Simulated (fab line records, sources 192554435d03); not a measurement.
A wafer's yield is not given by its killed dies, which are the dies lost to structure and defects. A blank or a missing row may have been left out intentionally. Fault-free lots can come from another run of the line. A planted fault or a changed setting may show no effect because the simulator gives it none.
A lot that was struck, set against a sound lot :: flow n5_finfet :: 32 steps out of a route of 1938
Sound: wafers L987.3, L987.4, L987.6. Struck: wafers L983.4, L983.6 (left out: L983.1, a lot-mate that was not struck); the cause follows at the end.
For every step that has rows: the tool of each side, followed by ch and its chambers, followed by its first start. Under that, the readings that differ: sound wafers :: struck wafers :: difference of the means :: sigmas: that difference in standard deviations of wafers without a fault.
alike: words and numbers the same on both sides, and readings whose means are apart by under 2 such deviations; not compared: readings that were withheld, readings missing a value for some wafer, numbers with overlapping values and no deviation given by the record, and bounds like >300 which may hide the same value.
The two part at a step that has a row with sigmas, a row that says differs or no value, or rows on one side only. Numbers that have no deviation but don't overlap get no sigmas and don't part them. A reading that every wafer of one side lacks parts them only if that side has two wafers or more.

first, 11 steps without rows for these wafers: N5_DUMMY_REMOVAL_HM_STRIP_01 (strips SiNx in CH3F/O2, stops on poly-Si, target depth 4 nm, time 6.8 s); N5_DUMMY_REMOVAL_STRIP_10 (strips in N2/H2, time 40 s); N5_DUMMY_REMOVAL_PRECLEAN_07 (cleans in dHF, time 30 s); N5_DUMMY_REMOVAL_DUMMY_REMOVE_02 (chemistry TMAH, target poly-Si, stops on SiO2, target depth 142 nm, time 57 s, rinse time 30 s); N5_DUMMY_REMOVAL_PRECLEAN_08 (cleans in NF3:NH3, afs cycles 2, time 20 s, sublimation time 60 s); N5_DUMMY_REMOVAL_PRECLEAN_04 (cleans in DHF, time 37 s); N5_DUMMY_REMOVAL_SRD_05 (time 30 s); N5_HKMG_FIN_IL_REGROW_00 (material SiO2, chemistry O3, target thk 0.75 nm, time 30 s); N5_HKMG_FIN_HK_ALD_01 (deposits HfO2, target thk 1.6 nm, pulse time 3 s, purge time 3 s); N5_HKMG_FIN_HK_ANNEAL_02 (time 30 s); N5_HKMG_FIN_ALD_74 (deposits La2O3, target thk 0.5 nm, pulse time 6 s, co reactant pulse time 1 s).
N5_HKMG_FIN_ALD_75: deposits Al2O3, target thk 1 nm, co reactant pulse time 1 s.
  sound on ald_hk-02 ch 0,1,2, day 8 07:49; struck on ald_hk-01 ch 1,3, day 7 12:34
reading: model.Al2O3_of_HKMG_FIN_ALD_75.thk_nm (nm)
sound: 1 1 1
struck: 0.4 0.6
difference: -0.5
sigmas: 
  alike: heater_power_w, precursor_pulse_height_rel
then, 17 steps without rows for these wafers: N5_HKMG_FIN_COAT_41 (time 60 s, resist thk 300 nm); N5_HKMG_FIN_COAT_42 (time 60 s, resist thk 35 nm); N5_HKMG_FIN_COAT_43 (resist thk 90 nm); N5_HKMG_FIN_EBR_45; N5_HKMG_FIN_SOFTBAKE_44 (time 60 s); N5_HKMG_FIN_EXPOSE_46 (exposes mask NDIPOLE); N5_HKMG_FIN_PEB_47 (peb time 60 s); N5_HKMG_FIN_DEVELOP_48 (develop time 30 s); N5_HKMG_FIN_DESCUM_53 (chemistry O2, time 7.9 s); N5_HKMG_FIN_ETCH_54 (etches SiARC in CF4, target depth 45.5 nm, time 75.8 s); N5_HKMG_FIN_ETCH_55 (etches SOC in N2/H2, target depth 240 nm, time 300 s); N5_HKMG_FIN_STRIP_56 (strips in N2/H2); N5_HKMG_FIN_STRIP_57 (strips in CF4); N5_HKMG_FIN_ETCH_58 (etches SOC in N2/H2, target depth 215.8 nm, time 741 s); N5_HKMG_FIN_STRIP_93 (strips SOC in N2/H2, time 20 s); N5_HKMG_FIN_WET_ETCH_76 (etches Al2O3 in dNH4OH, stops on La2O3, target depth 2.25 nm, rinse time 30 s); N5_HKMG_FIN_STRIP_60 (strips in N2/H2, time 360 s).
N5_HKMG_FIN_WET_ETCH_77: etches La2O3 in dHCl, stops on HfO2, target depth 2 nm.
  sound on wet_bench-03 ch 0,1,4, day 8 09:33; struck on wet_bench-02 ch 0,2, day 7 14:26
reading: model.Al2O3_of_HKMG_FIN_ALD_75.thk_nm (nm)
sound: 1 1 1
struck: 0.4 0.4
difference: -0.6
sigmas: 
then, 1 step without rows for these wafers: N5_HKMG_FIN_WET_ETCH_78 (etches Al2O3 in dNH4OH, stops on La2O3, target depth 4.5 nm, rinse time 30 s).
-- record jumps: 4 days separate the struck wafers' starts on either side; left off in module HKMG_FIN, taken up again in module BEOL_M4, whose first shown step is the route's number 1111 --
N5_BEOL_M4_RC_MEAS_101:
  sound on prober-02 ch 0, day 12 09:26; struck on prober-02 ch 0, day 11 13:32
reading: VT_N (mV)
sound: 257 253 253
struck: 244 249
difference: -8
sigmas: -2
  alike: DIBL_N, DIBL_P, IOFF_N, IOFF_P, ION_N, ION_P, SS_N, SS_P, VT_P

WHERE THEY PART
Only at N5_BEOL_M4_RC_MEAS_101, as far as this record shows.

WHY: whatever the simulator had introduced
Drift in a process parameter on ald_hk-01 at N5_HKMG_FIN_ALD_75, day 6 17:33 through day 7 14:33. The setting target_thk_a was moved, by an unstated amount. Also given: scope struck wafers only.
